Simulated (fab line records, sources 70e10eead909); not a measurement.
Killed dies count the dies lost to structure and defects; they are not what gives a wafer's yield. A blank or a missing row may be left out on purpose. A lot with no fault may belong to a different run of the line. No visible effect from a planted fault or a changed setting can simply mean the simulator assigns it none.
Chamber matching    flow nand_harc    NHARC_P_ZERO_WELL_ETCH_65 on rie_diel-05: 4 sister chambers
The step etches the open film in N2/H2, target depth 80 nm, overetch 24 nm, time 87.88 s. 14 wafers are shown with their chamber, then 7 later ones without.

== EACH WAFER AND ITS CHAMBER ==
wafer   chamber  showerhead_plenum_p_Torr (Torr)  drypump_motor_current_A (A)  rf_vpp_V (V)
L640.1  2        2.02                             6.2                          429.3
L640.2  0        2.16                             5.2                          436.1
L640.3  3        2.00                             6.1                          428.9
L643.3  0        2.16                             5.2                          435.3
L643.4  1        1.99                             5.5                          428.1
L643.6  3        1.99                             6.1                          428.9
L645.2  0        2.16                             5.2                          434.8
L645.4  1        1.99                             5.5                          429.5
L645.6  0        2.16                             5.2                          433.9
L649.1  1        1.99                             5.5                          429.4
L649.3  0        2.16                             5.3                          434.5
L649.6  2        2.02                             6.2                          430.4
L652.1  3        1.99                             6.1                          428.4
L652.2  2        2.02                             6.2                          429.5

SIGNATURES (means of the wafers above)
reading                   chamber 0  chamber 1  chamber 2  chamber 3  scatter within a chamber
showerhead_plenum_p_Torr  2.1600     1.9900     2.0200     1.9933     0.00258
drypump_motor_current_A   5.220      5.500      6.200      6.100      0.0283
rf_vpp_V                  434.920    429.000    429.733    428.733    0.696
Rule: distance of a wafer from a chamber = root of the sum over the readings of ((wafer's reading minus chamber's mean) / reading's scatter) squared. The wafer belongs to the nearest chamber; if the next one is less than 2 further off, it can't be placed. The scatter: the root of (the sum of the squares of (reading less its chamber's mean) over the shown wafers, divided by (wafers less chambers)).

== WAFERS MISSING THEIR CHAMBER ==
wafer   showerhead_plenum_p_Torr (Torr)  drypump_motor_current_A (A)  rf_vpp_V (V)
L652.3  1.99                             5.5                          429.7
L661.1  2.16                             5.2                          432.6
L661.2  2.01                             6.2                          430.9
L661.5  1.99                             6.0                          429.5
L663.1  1.99                             5.5                          430.4
L663.4  1.99                             6.0                          428.7
L663.6  1.99                             5.5                          429.1

== WHICH CHAMBER EACH WENT THROUGH ==
wafer   from the rows above  in truth
L652.3  1                    1
L661.1  0                    0
L661.2  2                    2
L661.5  3                    3
L663.1  1                    1
L663.4  3                    3
L663.6  1                    1
Correctly placed: 7 of 7. Can't be placed from these rows: 0. Placed wrongly: 0.
